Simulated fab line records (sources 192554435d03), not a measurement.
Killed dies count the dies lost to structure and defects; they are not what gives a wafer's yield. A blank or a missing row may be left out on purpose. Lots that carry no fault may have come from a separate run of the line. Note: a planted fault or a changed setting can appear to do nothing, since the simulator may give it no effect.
Split-lot experiment    flow n5-finfet    39 wafers read across 7 lots, on a route 1938 steps long

== SPLIT DETAILS ==
At N5_FIN_SAQP_DEVELOP_15 (develop time 30 s), the setting develop-time-s was moved away from the recipe's 30 s on 18 of the 39 wafers read, by -57.5% to +59.6%. This setting was run at the recipe's value on the other wafers.

No step appears in the file between the split and the reading.

== THE READING ==
Shown in nm: cd-nm at N5_FIN_SAQP_CD_MEAS_16, with target cd 35.6 nm. A value of 35.8 nm with a standard deviation of 0.32 nm is what fault-free wafers of this fab line usually give.

wafer   tool, chamber at the split  develop-time-s as run, s  against the recipe  cd-nm, nm  against lot-mates on the recipe
L074.2  litho-track-02, 0           30                        recipe              35.7       -
L074.3  litho-track-02, 0           30                        recipe              35.2       -
L074.5  litho-track-02, 0           30                        recipe              35.2       -
L075.1  litho-track-02, 0           12.76                     -57.5%              37.8       +2.3
L075.2  litho-track-02, 0           12.76                     -57.5%              37.5       +2.0
L075.3  litho-track-02, 0           30                        recipe              35.7       -
L075.4  litho-track-02, 0           30                        recipe              35.4       -
L075.5  litho-track-02, 0           30                        recipe              35.5       -
L075.6  litho-track-02, 0           12.76                     -57.5%              37.6       +2.1
L079.1  litho-track-03, 0           30                        recipe              36.1       -
L079.2  litho-track-03, 0           30                        recipe              36.2       -
L079.3  litho-track-03, 0           47.89                     +59.6%              34.6       -1.4
L079.4  litho-track-03, 0           30                        recipe              35.8       -
L079.5  litho-track-03, 0           47.89                     +59.6%              34.5       -1.5
L079.6  litho-track-03, 0           47.89                     +59.6%              34.9       -1.1
L082.1  litho-track-02, 0           47.35                     +57.8%              34.2       -1.3
L082.2  litho-track-02, 0           30                        recipe              35.4       -
L082.3  litho-track-02, 0           47.35                     +57.8%              34.3       -1.2
L082.4  litho-track-02, 0           30                        recipe              35.1       -
L082.5  litho-track-02, 0           47.35                     +57.8%              34.4       -1.1
L082.6  litho-track-02, 0           30                        recipe              36.0       -
L086.1  litho-track-03, 0           30                        recipe              36.2       -
L086.2  litho-track-03, 0           46.97                     +56.6%              35.0       -0.9
L086.3  litho-track-03, 0           46.97                     +56.6%              34.9       -1.0
L086.4  litho-track-03, 0           46.97                     +56.6%              34.7       -1.2
L086.5  litho-track-03, 0           30                        recipe              35.6       -
L086.6  litho-track-03, 0           30                        recipe              35.9       -
L095.1  litho-track-02, 0           23.24                     -22.5%              36.5       +1.0
L095.2  litho-track-02, 0           30                        recipe              35.2       -
L095.3  litho-track-02, 0           30                        recipe              35.6       -
L095.4  litho-track-02, 0           23.24                     -22.5%              35.7       +0.2
L095.5  litho-track-02, 0           23.24                     -22.5%              35.9       +0.4
L095.6  litho-track-02, 0           30                        recipe              35.7       -
L097.1  litho-track-03, 0           42.11                     +40.4%              35.0       -1.0
L097.2  litho-track-03, 0           30                        recipe              35.7       -
L097.3  litho-track-03, 0           42.11                     +40.4%              35.5       -0.5
L097.4  litho-track-03, 0           30                        recipe              35.9       -
L097.5  litho-track-03, 0           30                        recipe              36.4       -
L097.6  litho-track-03, 0           42.11                     +40.4%              35.1       -0.9

FIT RESULTS
A straight line over all 39 wafers: cd-nm changes by -0.0221 nm for each +1% of develop-time-s; r = -0.89; the points scatter about the line by 0.39 nm.
The same after taking each lot's own level away (the mean of its wafers on the recipe; 39 wafers): -0.0252 nm for each +1%; r = -0.94; scatter 0.31 nm.
That fit puts the effect of the largest move of develop-time-s on the reading at 1.5 nm.
The lots' own levels span 35.37 to 36.03 nm, that is 2.1 times the standard deviation above.
So the lot-to-lot level changes the slope: the two fits differ.
Check: with one of the wafers moved furthest among these (+59.6%) left out of the fit, the line predicts -1.37 nm for it against its lot-mates. Against them it came out at -1.43 nm.

== THE WHOLE CHAIN: every reading that the file lists as answering this split, in the file's order ==
step                    what it does                                            reading                                                                              change (the file's fit)                  r (the file's)
N5_FIN_SAQP_CD_MEAS_16  target cd 35.6 nm                                       cd-nm                                                                                -0.0242 nm for each +1% of the setting   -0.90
N5_FIN_SAQP_ETCH_51     etches SiARC in CF4, target depth 45.5 nm, time 75.8 s  CAR-ArF_of_FIN_SAQP_COAT_10.thk-nm (the simulator's own value, which no gauge read)  -0.00822 nm for each +1% of the setting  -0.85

== FILE'S OWN FIT ==
cd-nm changes by -0.0242 nm for each +1% of develop-time-s, r = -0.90.
